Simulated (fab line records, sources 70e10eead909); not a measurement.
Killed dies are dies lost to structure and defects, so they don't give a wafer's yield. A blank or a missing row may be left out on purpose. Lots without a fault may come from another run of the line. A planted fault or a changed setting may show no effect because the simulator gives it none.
fab line records | flow nand_harc
record lots=12 wafers=36 last_day=35
route steps=1302 shown P_GATE@150 END@1302
lots that met no fault: from a run of the same line without faults
start_h: hours from the record's first day to the start of the lot's first wafer shown | wait_h: hours since the lot's step before | " the same as in the row above | L1.1+2: a row that stands for several wafers | - no value, or no start given | * or withheld: withheld | < > ~ a bound
route shown NAME@n: a module of which the file shows steps, and the number in the route of the first | usual: mean/standard deviation of fault-free wafers | same: alike in all rows | chamber/n: place in a boat | sites: the reading at each site | _std_site: their standard deviation | _edge_site: outer sites' mean less inner sites' | radius_mm: how far each site lies from the wafer's centre | mask NAME#n: copy n | behind: the tool/chamber that last shaped the wafer | hold: why the lot was held/for how many hours/how that ended | device: the transistor (n, p or np) that didn't switch | end of line: the same wafers' tests at the end of the route | a step without rows: its recipe alone | killed: dies lost to structure and defects at the first sort, not the wafer's yield | map: a wafer's dies, x killed, . not, _ none there
set.NAME: the setting as run; set.NAME@STEP: as run at that earlier step | model.NAME: the simulator's own value behind a step, which no gauge read
steps of the route over a sample of lots; a table a step, a row a wafer
services: from which hour (start_h, from the record's first day; less than 0 if before it) a tool's chamber was out of use, for how many hours, and why
## steps
# step NHARC_P_GATE_STRIP_108
# recipe o2_flow_sccm=500 ar_flow_sccm=0 bias_w=0 chemistry=O2
# usual drypump_motor_current_A=5.6/0.33 mfc_ar_sccm=0.005/0.008 oes_product_au=0.999/0.0068 rf_vpp_V=57.7/0.9 showerhead_plenum_p_Torr=3.51/0.13 throttle_valve_pct=17.037/0.0094
# columns lot.wafer tool chamber start_h wait_h drypump_motor_current_A mfc_ar_sccm oes_product_au rf_hours_counter_h rf_vpp_V showerhead_plenum_p_Torr throttle_valve_pct
L830.4 rie_diel-05 2 105.73 - 6.0 0 0.997 2.8 57.6 3.33 17.040
L830.1 " 3 " " 5.1 0.010 1.002 2.9 56.8 3.31 17.023
L830.5 " 3 " " 5.0 0.010 0.995 - 56.6 3.31 17.037
L831.1 rie_diel-13 2 117.07 - 5.8 0.001 1.001 6.9 57.3 3.57 17.028
L831.3 " 3 " " 5.7 0.025 0.994 7.9 57.9 3.53 17.044
L831.4 " 3 " " 5.8 0.025 0.994 - 58.6 3.53 17.033
L834.2 rie_diel-13 3 147.35 - 5.8 0.025 1.002 9.0 57.7 3.53 17.041
L834.1 " 0 " " 5.2 0.012 0.994 9.0 57.9 3.37 17.034
L834.4 " 2 " " 5.8 0.001 0.994 8.1 57.5 3.57 17.031
L842.4 rie_diel-13 2 231.32 - 5.8 0.001 0.987 1.9 58.0 3.57 17.041
L842.2 " 3 " " 5.7 0.025 0.996 2.2 58.0 3.52 17.045
L842.5 " 2 " " 5.8 0.001 0.996 - 57.5 3.57 17.021
L844.1 rie_diel-02 2 244.83 - 5.3 0.002 1.007 1.1 57.6 3.40 17.044
L844.2 " 3 " " 6.2 0 0.993 1.0 57.9 3.70 17.028
L844.3 " 1 " " 5.3 0 1.001 0.9 58.4 3.56 17.046
L843.4 rie_diel-02 1 245.43 - 5.4 0 0.995 0.9 58.3 3.56 17.029
L843.1 " 2 " " 5.3 0.002 1.000 1.1 57.3 3.40 17.033
L843.5 " 1 " " 5.4 0 0.997 - 57.9 3.56 17.021
L845.1 rie_diel-02 1 261.80 - 5.3 0 0.996 2.1 56.4 3.56 17.041
L845.6 " 0 " " 5.6 0 1.000 - 59.1 3.61 17.048
L845.5 " 1 " " 5.3 0 0.999 - 58.1 3.56 17.018
L846.4 rie_diel-02 0 266.69 - 5.6 0 1.001 2.7 59.9 3.61 17.047
L846.3 " 3 " " 6.2 0 1.004 2.5 58.1 3.70 17.032
L846.6 " 0 " " 5.6 0 1.003 - 57.1 3.61 17.053
L848.3 rie_diel-05 1 290.01 - 5.9 0.016 0.993 4.9 58.2 3.62 17.046
L848.5 " 3 " " 5.1 0.010 0.983 - 56.9 3.30 17.030
L848.6 " 0 " " 5.5 0 1.005 - 56.6 3.76 17.029
L850.1 rie_diel-02 1 304.91 - 5.4 0 0.998 4.8 58.2 3.56 17.042
L850.2 " 2 " " 5.3 0.002 1.005 5.2 57.5 3.39 17.036
L850.5 " 1 " " 5.4 0 0.990 - 59.0 3.56 17.022
L851.2 rie_diel-13 1 318.07 - 5.4 0.002 0.994 7.3 57.7 3.33 17.047
L851.3 " 2 " " 5.8 0.001 0.992 6.5 58.5 3.57 17.038
L851.1 " 0 " " 5.2 0.012 1.000 8.4 56.0 3.37 17.025
L852.2 rie_diel-02 0 336.62 - 5.6 0 0.994 7.6 57.9 3.61 17.028
L852.3 " 1 " " 5.3 0 0.983 6.8 56.8 3.56 17.043
L852.5 " 0 " " 5.6 0 0.991 - 58.7 3.61 17.032
# step NHARC_P_GATE_STRIP_111
# recipe power_w=1500 temp_c=110 time_s=250 chemistry=N2/H2
# usual drypump_motor_current_A=5.46/0.28 heater_power_w=85/6.3
# columns lot.wafer tool chamber start_h wait_h drypump_motor_current_A heater_power_w rf_hours_counter_h
L830.1 plasma_asher-01 1 117.35 0.2 5.72 88 26
L830.4 " 1 " " 5.72 91 -
L830.5 " 0 " " 5.41 80 -
L831.1 plasma_asher-01 0 128.78 0.2 5.36 81 28
L831.3 " 1 " " 5.73 89 -
L831.4 " 0 " " 5.36 80 -
L834.2 plasma_asher-01 0 158.88 0.2 5.42 79 37
L834.1 " 1 " " 5.73 90 37
L834.4 " 1 " " 5.72 88 -
L842.2 plasma_asher-01 0 242.91 0.2 5.37 82 14
L842.4 " 1 " " 5.74 95 -
L842.5 " 0 " " 5.35 83 -
L844.1 plasma_asher-01 1 256.87 0.5 5.74 97 18
L844.2 " 0 " " 5.36 81 18
L844.3 " 0 " " 5.38 81 -
L843.1 plasma_asher-01 1 257.57 0.7 5.74 94 19
L843.4 " 1 " " 5.73 94 -
L843.5 " 1 " " 5.75 95 -
L845.1 plasma_asher-02 0 273.61 0.2 5.58 77 2
L845.5 " 1 " " 4.95 85 -
L845.6 " 0 " " 5.61 78 -
L846.4 plasma_asher-01 1 278.52 0.2 5.75 93 -
L846.3 " 0 " " 5.35 82 -
L846.6 " 1 " " 5.73 92 -
L848.3 plasma_asher-02 1 303.91 0.2 4.94 84 -
L848.5 " 1 " " 4.95 84 -
L848.6 " 0 " " 5.69 77 -
L850.2 plasma_asher-01 1 316.72 0.2 5.73 94 32
L850.1 " 0 " " 5.38 83 32
L850.5 " 0 " " 5.39 82 -
L851.2 plasma_asher-02 0 329.66 0.2 5.64 79 14
L851.1 " 1 " " 4.93 82 14
L851.3 " 0 " " 5.65 77 -
L852.2 plasma_asher-02 1 348.43 0.2 4.96 85 18
L852.3 " 1 " " 4.92 84 -
L852.5 " 0 " " 5.63 78 -
# step NHARC_P_GATE_STRIP_75
# recipe power_w=1500 temp_c=250 chemistry=O2
# usual drypump_motor_current_A=5.46/0.28 heater_power_w=317/24
# columns lot.wafer tool chamber start_h wait_h drypump_motor_current_A heater_power_w rf_hours_counter_h
L830.1 plasma_asher-01 1 117.65 0.2 5.73 337 26
L830.4 " 1 " " 5.73 331 -
L830.5 " 0 " " 5.35 295 -
L831.1 plasma_asher-01 0 129.04 0.2 5.37 294 28
L831.3 " 1 " " 5.73 331 -
L831.4 " 0 " " 5.38 296 -
L834.2 plasma_asher-01 0 159.18 0.3 5.37 303 37
L834.1 " 1 " " 5.74 333 37
L834.4 " 1 " " 5.74 331 -
L842.2 plasma_asher-01 0 243.21 0.3 5.38 313 14
L842.4 " 1 " " 5.74 360 -
L842.5 " 0 " " 5.37 300 -
L844.1 plasma_asher-01 1 257.18 0.3 5.75 354 18
L844.2 " 0 " " 5.34 303 18
L844.3 " 0 " " 5.33 300 -
L843.1 plasma_asher-01 1 257.83 0.2 5.73 352 19
L843.4 " 1 " " 5.73 362 -
L843.5 " 1 " " 5.73 357 -
L845.1 plasma_asher-02 0 273.87 0.2 5.63 285 2
L845.5 " 1 " " 4.91 323 -
L845.6 " 0 " " 5.64 285 -
L846.4 plasma_asher-01 1 278.75 0.2 5.70 345 -
L846.3 " 0 " " 5.39 309 -
L846.6 " 1 " " 5.73 340 -
L848.3 plasma_asher-02 1 304.13 0.2 4.94 313 -
L848.5 " 1 " " 4.94 315 -
L848.6 " 0 " " 5.65 281 -
L850.2 plasma_asher-01 1 317.02 0.2 5.73 354 33
L850.1 " 0 " " 5.37 310 33
L850.5 " 0 " " 5.38 300 -
L851.2 plasma_asher-02 0 329.96 0.3 5.65 283 14
L851.1 " 1 " " 4.93 323 14
L851.3 " 0 " " 5.59 288 -
L852.2 plasma_asher-02 1 348.68 0.2 4.93 327 18
L852.3 " 1 " " 4.91 313 -
L852.5 " 0 " " 5.64 296 -
# step NHARC_P_GATE_EXPOSE_56
# recipe na=0.6 target_cd_nm=720 dose_mj=14.81 mask_id=P_PSD
# columns lot.wafer tool chamber start_h wait_h mask
L830.1+4+5 krf_scanner-01 0 118.42 - P_PSD#0
L831.1+3+4 krf_scanner-03 0 129.80 - P_PSD#0
L834.1+2+4 krf_scanner-01 0 159.95 - P_NSD#0
L842.2+4+5 krf_scanner-01 0 243.86 - P_PSD#0
L844.1+2+3 krf_scanner-02 0 257.94 - P_PSD#0
L843.1+4+5 krf_scanner-02 0 258.46 - P_PSD#0
L845.1+5+6 krf_scanner-01 0 274.64 - P_PSD#0
L846.3+4+6 krf_scanner-01 0 279.39 - P_PSD#0
L848.3+5+6 krf_scanner-01 0 304.89 - P_PSD#0
L850.1+2+5 krf_scanner-01 0 317.79 - P_PSD#0
L851.1+2+3 krf_scanner-02 0 330.73 - P_PSD#0
L852.2+3+5 krf_scanner-01 0 349.45 - P_PSD#0
# step NHARC_P_GATE_CD_MEAS_59
# recipe target_cd_nm=720 landing_energy_ev=500
# usual cd_nm=720.2/1.2
# same landing_energy_ev=500
# columns lot.wafer tool chamber start_h wait_h cd_nm
L830.1 cd_sem-02 0 118.57 - 719.8
L830.4 " 0 " " 721.4
L830.5 " 0 " " 719.6
L831.1 cd_sem-03 0 129.96 - 722.0
L831.3 " 0 " " 720.9
L831.4 " 0 " " 721.9
L834.1 cd_sem-02 0 160.11 - -
L834.2 " 0 " " -
L834.4 " 0 " " -
L842.2 cd_sem-03 0 244.02 - 720.6
L842.4 " 0 " " 720.2
L842.5 " 0 " " 718.5
L844.1 cd_sem-02 0 258.10 - 719.8
L844.2 " 0 " " 717.8
L844.3 " 0 " " 719.1
L843.1 cd_sem-02 0 258.62 - 720.2
L843.4 " 0 " " 719.9
L843.5 " 0 " " 721.3
L845.1 cd_sem-02 0 274.79 - 720.5
L845.5 " 0 " " 720.6
L845.6 " 0 " " 719.7
L846.3 cd_sem-02 0 279.54 - 721.1
L846.4 " 0 " " 721.0
L846.6 " 0 " " 720.4
L848.3 cd_sem-02 0 305.04 - 719.8
L848.5 " 0 " " 720.0
L848.6 " 0 " " 721.6
L850.1 cd_sem-03 0 317.95 - 719.3
L850.2 " 0 " " 719.6
L850.5 " 0 " " 718.7
L851.1 cd_sem-02 0 330.89 - 721.3
L851.2 " 0 " " 722.6
L851.3 " 0 " " 724.5
L852.2 cd_sem-01 0 349.60 - 719.3
L852.3 " 0 " " 716.5
L852.5 " 0 " " 718.6
# step NHARC_END_SORT_01
# recipe temp_c=25
# usual killed_at_array=44/16 killed_at_other=0.6/1.1 killed_at_periphery=3.9/2.6 killed_dies=48/16 killed_open=3.1/1.9 killed_short=2.4/1.8
# same gross_dies=677
# columns lot.wafer tool chamber start_h wait_h killed_at_array killed_at_other killed_at_periphery killed_dies killed_open killed_short
L834.1 prober-01 0 584.95 2.5 53 1 623 677 4 5
L834.2 prober-01 0 585.74 2.8 67 0 610 677 6 3
L834.4 prober-01 0 587.31 3.3 75 0 602 677 2 0
# killed by level:class
L834.1 P_GATE:area_expose=616 A_CHANNEL_HOLE_D1:chamber_film_flake=18 A_CHANNEL_HOLE_D2:chamber_film_flake=11 A_SLIT:chamber_film_flake=11 A_CONTACT:chamber_film_flake=4 P_ZERO_WELL:chamber_film_flake=2 P_BONDPAD:chamber_film_flake=2 A_DECK1_JOINT:chamber_film_flake=2
L834.2 P_GATE:area_expose=603 A_CHANNEL_HOLE_D2:chamber_film_flake=26 A_CHANNEL_HOLE_D1:chamber_film_flake=20 A_SLIT:chamber_film_flake=11 A_CONTACT:chamber_film_flake=3 P_ZERO_WELL:chamber_film_flake=2 P_BONDPAD:chamber_film_flake=2 P_GATE:geometric_particle:open=1
L834.4 P_GATE:area_expose=599 A_CHANNEL_HOLE_D2:chamber_film_flake=32 A_CHANNEL_HOLE_D1:chamber_film_flake=18 A_SLIT:chamber_film_flake=16 A_STAIRCASE:chamber_film_flake=4 A_CONTACT:chamber_film_flake=3 P_GATE:chamber_film_flake=2 P_M0:geometric_particle:open=1
## services
# columns tool chamber start_h hours kind
krf_scanner-02 - 94.01 4.0 pm
rie_diel-13 1 99.09 21.6 repair
rie_diel-02 1 99.57 4.2 repair
krf_scanner-01 - 140.00 4.0 pm
plasma_asher-02 - 140.53 22.4 repair
rie_diel-13 2 157.17 13.9 repair
rie_diel-13 - 165.00 9.0 pm
plasma_asher-01 - 165.04 9.0 pm
rie_diel-13 2 190.15 9.5 repair
krf_scanner-02 - 191.97 1.3 repair
rie_diel-13 1 198.32 14.4 repair
rie_diel-02 - 216.70 9.0 pm
plasma_asher-02 - 224.12 1.3 repair
rie_diel-13 3 224.94 2.1 repair
rie_diel-13 1 241.24 4.2 repair
plasma_asher-02 - 254.39 9.0 pm
rie_diel-13 - 283.09 1.3 repair
rie_diel-13 2 284.89 14.4 repair
rie_diel-13 1 301.41 6.5 repair
rie_diel-02 2 310.91 4.4 repair
krf_scanner-01 - 312.00 4.0 pm
rie_diel-02 3 325.93 22.6 repair
rie_diel-13 - 342.00 9.0 pm
plasma_asher-01 - 342.04 9.0 pm
## key
first_sign step=NHARC_P_GATE_EXPOSE_56 reading=mask direction=changed
effect step=NHARC_P_GATE_CD_MEAS_59 reading=cd_nm direction=missing
effect step=NHARC_END_SORT_01 reading=killed_at_periphery direction=up sigmas=99+ usual=3.9 struck=611.7
more_kills_born_at NHARC_P_GATE_EXPOSE_56@krf_scanner-01=1818
met_at NHARC_P_GATE_EXPOSE_56
struck_lots L834
later_rows_left_out L834.1,L834.2,L834.4
tester_left_out L834
not_acting_at NHARC_P_GATE_STRIP_108,NHARC_P_GATE_STRIP_111,NHARC_P_GATE_STRIP_75
onset_between 118.42 159.95
fault kind=wrong_mask tool=any chamber=- onset_h=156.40 steps=NHARC_P_GATE_EXPOSE_56 aux_copy=P_NSD#0 scope=struck_lots_only
# tester_left_out: of these lots the tester's yield and bins aren't shown, on N5 and GAA mostly nor the transistor test; their killed dies are dies lost to structure and defects alone, not to doping, threshold or leakage, so they don't give the yield
# later_rows_left_out: the simulator's readings of these wafers behind a module that went badly wrong aren't trusted and aren't shown, but for the sort
